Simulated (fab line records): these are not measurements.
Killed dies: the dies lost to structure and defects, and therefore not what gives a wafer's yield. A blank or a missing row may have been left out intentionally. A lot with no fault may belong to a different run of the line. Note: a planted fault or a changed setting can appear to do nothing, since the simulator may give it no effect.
fab line records | flow nandHarc
record lots=13 | wafers=39 | lastDay=34
route steps=1302 shown P_BONDPAD@364
lots with no fault: from the same line, run without faults
startH: hours from the record's first day to the start of the lot's first wafer shown | waitH: time in hours since the lot's previous step | " identical to the entry in the row above | L1.1+2: a row that stands for several wafers | - no value present, or no start provided | * or withheld: withheld | < > ~ a bound
route shown NAME@n: a module of which the file shows steps, and the number in the route of the first | usual: the fault-free wafers' mean and standard deviation | same: alike in all rows | chamber/n: place in a boat | sites: per-site readings | _std_site: standard deviation across them | _edge_site: the outer-site mean with the inner-site mean subtracted | radiusMm: for every site, how far away it sits from the centre of the wafer | mask NAME#n: copy n | behind: the most recent tool/chamber to have shaped the wafer | hold: cause of the lot's hold/its duration in hours/its outcome | device: the n, p or np transistor that did not switch | end of line: the route-end tests of the same wafers | where a step has no rows: the recipe by itself | killed: dies that structure and defects cost at the first sort, which is not the same as the wafer's yield | map: a wafer's dies, marking killed ones x, the rest . and places with no die _
set.NAME: setting as actually run; set.NAME@STEP: the setting as run at that earlier step | model.NAME: the simulator's own value behind a step, which no gauge read
the route's steps for a sample of lots (tables are steps, rows are wafers)
services: a tool's chamber out of use, with start hour (startH, from the record's first day; less than 0 if before it), hours out, and reason
## steps
# step NHARC_P_BONDPAD_CD_MEAS_09
# recipe targetCdNm=500 | landingEnergyEv=500
# usual cdNm=502.5/2
# same landingEnergyEv=500
lot.wafer | tool     | chamber | startH | waitH | cdNm
L740.1    | cdSem-03 | 0       | 137.60 | -     | 501.1
L740.2    | "        | 0       | "      | "     | 502.4
L740.5    | "        | 0       | "      | "     | 502.5
L741.1    | cdSem-02 | 0       | 141.07 | -     | 502.1
L741.3    | "        | 0       | "      | "     | 501.3
L741.4    | "        | 0       | "      | "     | 502.1
L742.2    | cdSem-03 | 0       | 153.87 | -     | 501.8
L742.5    | "        | 0       | "      | "     | 506.1
L742.6    | "        | 0       | "      | "     | 504.2
L744.3    | cdSem-02 | 0       | 175.41 | -     | 503.6
L744.4    | "        | 0       | "      | "     | 506.3
L744.6    | "        | 0       | "      | "     | 503.2
L745.1    | cdSem-03 | 0       | 188.58 | -     | 502.9
L745.2    | "        | 0       | "      | "     | 503.4
L745.6    | "        | 0       | "      | "     | 498.7
L749.2    | cdSem-03 | 0       | 231.92 | -     | 501.9
L749.4    | "        | 0       | "      | "     | 502.5
L749.5    | "        | 0       | "      | "     | 504.8
L751.1    | cdSem-03 | 0       | 247.94 | -     | 501.1
L751.5    | "        | 0       | "      | "     | 500.7
L751.6    | "        | 0       | "      | "     | 501.5
L752.1    | cdSem-01 | 0       | 250.75 | -     | 505.3
L752.2    | "        | 0       | "      | "     | 505.9
L752.4    | "        | 0       | "      | "     | 505.0
L755.3    | cdSem-03 | 0       | 281.92 | -     | 500.8
L755.4    | "        | 0       | "      | "     | 500.3
L755.5    | "        | 0       | "      | "     | 505.5
L758.1    | cdSem-02 | 0       | 314.85 | -     | 499.3
L758.5    | "        | 0       | "      | "     | 502.4
L758.6    | "        | 0       | "      | "     | 502.1
L760.2    | cdSem-03 | 0       | 334.45 | -     | 503.4
L760.5    | "        | 0       | "      | "     | 501.1
L760.6    | "        | 0       | "      | "     | 500.7
L762.1    | cdSem-03 | 0       | 355.99 | -     | 500.9
L762.3    | "        | 0       | "      | "     | 505.8
L762.6    | "        | 0       | "      | "     | 503.4
L763.2    | cdSem-02 | 0       | 371.27 | -     | 500.6
L763.5    | "        | 0       | "      | "     | 501.1
L763.6    | "        | 0       | "      | "     | 502.4
# step NHARC_P_BONDPAD_ETCH_24
# recipe targetDepthA=300 | overEtchFrac=0.3 | timeS=72.99 | ionEnergyEv=150 | cf4FlowSccm=50 | n2FlowSccm=100 | arFlowSccm=150 | rfW=300 | biasW=100 | chemistry=CF4/N2
# usual drypumpMotorCurrentA=6.0/0.43 | oesProductAu=0.992/0.012 | rfVppV=314.4/1.9 | showerheadPlenumPTorr=2.64/0.097 | throttleValvePct=19.794/0.0095
lot.wafer | tool       | chamber | startH | waitH | drypumpMotorCurrentA | oesProductAu | rfHoursCounterH | rfVppV | showerheadPlenumPTorr | throttleValvePct
L740.2    | rieDiel-12 | 1       | 138.39 | 0.2   | 6.5                  | 0.999        | 3.4             | 314.1  | 2.62                  | 19.802
L740.1    | "          | 2       | "      | "     | 5.7                  | 1.023        | 2.4             | 313.7  | 2.61                  | 19.782
L740.5    | "          | 0       | "      | "     | 5.9                  | 1.004        | -               | 315.5  | 2.71                  | 19.796
L741.1    | rieDiel-07 | 0       | 141.88 | -     | 5.8                  | 0.976        | 0.2             | 317.6  | 2.80                  | 19.819
L741.4    | "          | 1       | "      | "     | 5.0                  | 1.004        | 0.3             | 315.8  | 2.71                  | 19.803
L741.3    | "          | 2       | "      | "     | 6.0                  | 0.990        | 0.2             | 311.4  | 2.48                  | 19.800
L742.2    | rieDiel-12 | 1       | 154.66 | 0.2   | 6.5                  | 0.982        | 4.2             | 314.6  | 2.62                  | 19.810
L742.5    | "          | 0       | "      | "     | 5.9                  | 0.987        | -               | 315.1  | 2.71                  | 19.779
L742.6    | "          | 2       | "      | "     | 5.8                  | 1.022        | -               | 313.8  | 2.61                  | 19.799
L744.4    | rieDiel-07 | 2       | 176.21 | -     | 6.0                  | 0.994        | 1.3             | 311.6  | 2.48                  | 19.791
L744.3    | "          | 1       | "      | "     | 5.0                  | 0.995        | 1.0             | 317.2  | 2.71                  | 19.794
L744.6    | "          | 2       | "      | "     | 6.0                  | 0.992        | -               | 312.1  | 2.48                  | 19.780
L745.2    | rieDiel-07 | 0       | 189.33 | -     | 5.8                  | 0.984        | 1.3             | 315.7  | 2.80                  | 19.795
L745.1    | "          | 1       | "      | "     | 5.0                  | 1.004        | 1.2             | 316.1  | 2.71                  | 19.783
L745.6    | "          | 0       | "      | "     | 5.8                  | 0.975        | -               | 318.1  | 2.80                  | 19.794
L749.4    | rieDiel-08 | 2       | 232.71 | -     | 6.5                  | 1.002        | 1.6             | 313.6  | 2.67                  | 19.798
L749.2    | "          | 3       | "      | "     | 6.6                  | 0.992        | 1.8             | 312.0  | 2.46                  | 19.806
L749.5    | "          | 2       | "      | "     | 6.5                  | 0.990        | -               | 314.1  | 2.67                  | 19.788
L751.1    | rieDiel-08 | 0       | 249.16 | -     | 5.7                  | 0.993        | 2.0             | 313.8  | 2.58                  | 19.786
L751.5    | "          | 3       | "      | "     | 6.6                  | 0.985        | -               | 312.3  | 2.46                  | 19.804
L751.6    | "          | 0       | "      | "     | 5.7                  | 1.002        | -               | 313.9  | 2.58                  | 19.785
L752.2    | rieDiel-07 | 3       | 251.51 | -     | 5.7                  | 0.977        | 3.2             | 315.1  | 2.67                  | 19.789
L752.4    | "          | 0       | "      | "     | 5.9                  | 0.760        | 3.0             | 317.2  | 2.80                  | 19.799
L752.1    | "          | 1       | "      | "     | 5.0                  | 0.986        | 2.8             | 316.1  | 2.71                  | 19.804
L755.4    | rieDiel-12 | 3       | 282.68 | -     | 6.4                  | 1.003        | 0.8             | 314.7  | 2.66                  | 19.802
L755.3    | "          | 1       | "      | "     | 6.5                  | 0.992        | 0.5             | 314.4  | 2.62                  | 19.780
L755.5    | "          | 2       | "      | "     | 5.7                  | 1.014        | -               | 312.9  | 2.61                  | 19.798
L758.1    | rieDiel-08 | 1       | 315.60 | -     | 5.9                  | 0.995        | 6.0             | 316.6  | 2.68                  | 19.808
L758.5    | "          | 0       | "      | "     | 5.6                  | 0.980        | -               | 312.3  | 2.58                  | 19.790
L758.6    | "          | 1       | "      | "     | 5.9                  | 0.998        | -               | 316.2  | 2.68                  | 19.793
L760.2    | rieDiel-07 | 2       | 335.22 | -     | 6.1                  | 0.992        | 0.6             | 311.2  | 2.48                  | 19.793
L760.6    | "          | 3       | "      | "     | 5.7                  | 0.994        | -               | 311.9  | 2.67                  | 19.797
L760.5    | "          | 0       | "      | "     | 5.8                  | 0.988        | -               | 317.8  | 2.79                  | 19.794
L762.1    | rieDiel-07 | 0       | 356.84 | 0.2   | 5.8                  | 0.984        | 1.7             | 316.8  | 2.79                  | 19.800
L762.3    | "          | 2       | "      | "     | 6.1                  | 1.005        | 1.6             | 313.2  | 2.48                  | 19.791
L762.6    | "          | 3       | "      | "     | 5.6                  | 0.983        | -               | 315.8  | 2.67                  | 19.780
L763.2    | rieDiel-12 | 2       | 372.05 | -     | 5.8                  | 1.012        | 5.5             | 313.1  | 2.60                  | 19.805
L763.6    | "          | 3       | "      | "     | 6.3                  | 1.005        | -               | 314.2  | 2.66                  | 19.812
L763.5    | "          | 0       | "      | "     | 5.9                  | 0.987        | -               | 314.7  | 2.71                  | 19.796
# step NHARC_P_BONDPAD_PRE_CLEAN_26
# recipe timeS=30 | tempC=280 | gas=H2/He
# usual heaterPowerW=412/50
lot.wafer | tool          | chamber | startH | waitH | heaterPowerW
L740.2    | pvdSputter-01 | -       | -      | -     | 500
L740.1    | "             | -       | "      | "     | 413
L740.5    | "             | -       | "      | "     | 494
L741.3    | pvdSputter-02 | -       | -      | -     | 335
L741.4    | "             | -       | "      | "     | 429
L741.1    | "             | -       | "      | "     | 476
L742.2    | pvdSputter-02 | -       | -      | -     | 363
L742.6    | "             | -       | "      | "     | 431
L742.5    | "             | -       | "      | "     | 477
L744.4    | pvdSputter-01 | -       | -      | -     | 397
L744.3    | "             | -       | "      | "     | 416
L744.6    | "             | -       | "      | "     | 396
L745.1    | pvdSputter-03 | -       | -      | -     | 379
L745.2    | "             | -       | "      | "     | 377
L745.6    | "             | -       | "      | "     | 368
L749.4    | pvdSputter-02 | -       | -      | -     | 368
L749.2    | "             | -       | "      | "     | 462
L749.5    | "             | -       | "      | "     | 374
L751.1    | pvdSputter-01 | -       | -      | -     | 402
L751.6    | "             | -       | "      | "     | 399
L751.5    | "             | -       | "      | "     | 394
L752.2    | pvdSputter-01 | -       | -      | -     | 381
L752.1    | "             | -       | "      | "     | 428
L752.4    | "             | -       | "      | "     | 518
L755.4    | pvdSputter-01 | -       | -      | -     | 428
L755.3    | "             | -       | "      | "     | 384
L755.5    | "             | -       | "      | "     | 421
L758.1    | pvdSputter-01 | -       | -      | -     | 389
L758.5    | "             | -       | "      | "     | 499
L758.6    | "             | -       | "      | "     | 389
L760.2    | pvdSputter-02 | -       | -      | -     | 459
L760.5    | "             | -       | "      | "     | 340
L760.6    | "             | -       | "      | "     | 430
L762.1    | pvdSputter-01 | -       | -      | -     | 527
L762.3    | "             | -       | "      | "     | 391
L762.6    | "             | -       | "      | "     | 431
L763.2    | pvdSputter-02 | -       | -      | -     | 427
L763.6    | "             | -       | "      | "     | 419
L763.5    | "             | -       | "      | "     | 455
## services
tool          | chamber | startH | hours | kind
rieDiel-07    | -       | 117.20 | 9.0   | pm
rieDiel-07    | 3       | 133.89 | 4.8   | repair
rieDiel-12    | 3       | 134.20 | 29.8  | repair
pvdSputter-01 | -       | 144.54 | 1.9   | repair
rieDiel-12    | 2       | 165.69 | 20.1  | repair
rieDiel-08    | 2       | 179.00 | 7.0   | repair
rieDiel-08    | 1       | 180.40 | 14.0  | repair
pvdSputter-02 | -       | 183.48 | 7.7   | repair
rieDiel-08    | -       | 190.80 | 9.0   | pm
pvdSputter-01 | -       | 192.34 | 3.2   | repair
rieDiel-12    | -       | 218.04 | 0.4   | repair
pvdSputter-01 | -       | 226.00 | 10.0  | pm
rieDiel-12    | 0       | 227.54 | 5.6   | repair
rieDiel-07    | 2       | 233.50 | 3.3   | repair
rieDiel-07    | 3       | 259.92 | 6.5   | repair
rieDiel-12    | -       | 268.40 | 9.0   | pm
rieDiel-07    | 0       | 277.87 | 10.2  | repair
pvdSputter-02 | -       | 282.00 | 10.0  | pm
rieDiel-12    | 2       | 293.96 | 1.9   | repair
rieDiel-07    | -       | 294.20 | 9.0   | pm
rieDiel-08    | 2       | 307.16 | 6.4   | repair
pvdSputter-01 | -       | 321.62 | 2.4   | repair
rieDiel-12    | 3       | 335.88 | 17.3  | repair
rieDiel-07    | 1       | 346.68 | 12.2  | repair
## key
firstSign step=NHARC_P_BONDPAD_ETCH_24 | reading=oesProductAu | direction=down | sigmas=19 | usual=0.992 | struck=0.760
effect none on later readings
metAt NHARC_P_BONDPAD_ETCH_24
struckLots L752
struckWafers L752.4
laterRowsLeftOut L752.4
sortLeftOut L752.4
notActingAt NHARC_P_BONDPAD_CD_MEAS_09,NHARC_P_BONDPAD_PRE_CLEAN_26
onsetBetween 189.33 251.51
fault kind=processParameterDrift | tool=rieDiel-07 | chamber=0 | onsetH=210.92 | steps=NHARC_P_BONDPAD_ETCH_24 | channel=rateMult | offset=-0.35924 | shape=step | endH=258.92
# sortLeftOut: the simulated sort isn't trusted on such a fault, so these wafers' sort isn't shown, and their yield isn't known
# laterRowsLeftOut: the simulator's readings of these wafers behind a module that went badly wrong aren't trusted and aren't shown, but for the sort
